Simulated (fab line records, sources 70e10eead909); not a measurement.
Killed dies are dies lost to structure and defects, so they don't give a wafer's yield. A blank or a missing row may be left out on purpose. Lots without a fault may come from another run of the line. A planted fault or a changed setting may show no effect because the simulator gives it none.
A struck lot beside a sound one | flow nand_harc | 14 steps out of a route of 1302
Sound: wafers L623.1, L623.3, L623.6. Struck: wafers L634.2, L634.5. (L634.6 of the same lot was not struck and is left out.) The cause comes at the end.
At each step with rows: each side's tool, then ch and its chambers, then its first start. Under that, the readings that differ: sound wafers | struck wafers | difference of the means | sigmas: that difference in standard deviations of wafers without a fault.
alike: readings whose means differ by less than 2 such deviations, and words and numbers that are the same on both sides. not compared: withheld readings, readings that some wafer has no value for, bounds like >300 that may hide the same value, and numbers for which the record gives no deviation and whose values overlap.
The two part at a step that has a row with sigmas, a row that says differs or no value, or rows on one side only. Numbers that don't overlap but have no deviation are shown without sigmas and don't part them. A reading that every wafer of one side lacks parts them only if that side has two wafers or more.

NHARC_P_CONTACT_DESCUM_17: chemistry O2, time 3 s.
  sound on rie_diel-04 ch 0,1,2, day 8 06:05; struck on rie_diel-05 ch 1,3, day 12 10:04
  alike: drypump_motor_current_A, oes_product_au, rf_vpp_V, showerhead_plenum_p_Torr, throttle_valve_pct
  not compared: rf_hours_counter_h
NHARC_P_CONTACT_ETCH_35: etches the open film in CF4, target depth 39 nm, time 65 s.
  sound on rie_diel-04 ch 0,3, day 8 06:10; struck on rie_diel-05 ch 0,2, day 12 10:08
  alike: drypump_motor_current_A, oes_product_au, rf_vpp_V, showerhead_plenum_p_Torr, throttle_valve_pct
  not compared: rf_hours_counter_h
NHARC_P_CONTACT_ETCH_36: etches the open film in N2/H2, target depth 260 nm, time 406.25 s.
  sound on rie_diel-04 ch 0,3; struck on rie_diel-05 ch 1,2
  alike: drypump_motor_current_A, oes_product_au, rf_vpp_V, showerhead_plenum_p_Torr, throttle_valve_pct
  not compared: rf_hours_counter_h
then, 3 steps without rows for these wafers: NHARC_P_CONTACT_ETCH_18 (etches the open film in C4F8/O2/Ar, target depth 481 nm, time 240.5 s); NHARC_P_CONTACT_STRIP_37 (strips in C4F8/O2/Ar); NHARC_P_CONTACT_ETCH_31 (etches the open film in CH3F/O2, target depth 30 nm, time 85.7 s).
NHARC_P_CONTACT_CD_MEAS_19:
  sound on cd_sem-01, day 8 06:57; struck on cd_sem-03, day 12 10:55
  alike: cd_nm
NHARC_P_CONTACT_STRIP_28: strips in O2.
  sound on rie_diel-05 ch 0,2,3, day 8 07:02; struck on rie_diel-13 ch 1, day 12 10:59
  reading                         | sound          | struck    | difference | sigmas
  showerhead_plenum_p_Torr (Torr) | 3.57 3.38 3.32 | 3.73 3.73 | +0.31      | +2
  alike: drypump_motor_current_A, oes_product_au, rf_vpp_V, throttle_valve_pct
  not compared: rf_hours_counter_h
then, 3 steps without rows for these wafers: NHARC_P_CONTACT_STRIP_29 (strips in post etch residue remover, time 1200 s); NHARC_P_CONTACT_DEGAS_38 (time 60 s); NHARC_P_CONTACT_PRE_CLEAN_39 (time 19.5 s).
NHARC_P_CONTACT_PVD_32: deposits Ti, target thk 5 nm, time 17.7 s.
  sound on pvd_sputter-01; struck on pvd_sputter-01
  alike: throttle_valve_pct
NHARC_P_CONTACT_ALD_22: deposits TiN, target thk 3 nm, pulse time 1 s, ald cycles 150.
  sound on ald_metal-03 ch 0,1, day 8 07:55; struck on ald_metal-03 ch 0,3, day 12 11:54
  reading    | sound       | struck  | difference | sigmas
  ald_cycles | 150 150 150 | 145 145 | -5         |
  alike: heater_power_w, precursor_pulse_height_rel
then, 1 step without rows for these wafers: NHARC_P_CONTACT_CVD_23 (deposits W, target thk 200 nm, time 557 s).

WHERE THEY PART
Only at NHARC_P_CONTACT_STRIP_28, within this record. Later steps at which nothing parts them and some readings are alike: NHARC_P_CONTACT_PVD_32, NHARC_P_CONTACT_ALD_22.

WHY: what the simulator had put in
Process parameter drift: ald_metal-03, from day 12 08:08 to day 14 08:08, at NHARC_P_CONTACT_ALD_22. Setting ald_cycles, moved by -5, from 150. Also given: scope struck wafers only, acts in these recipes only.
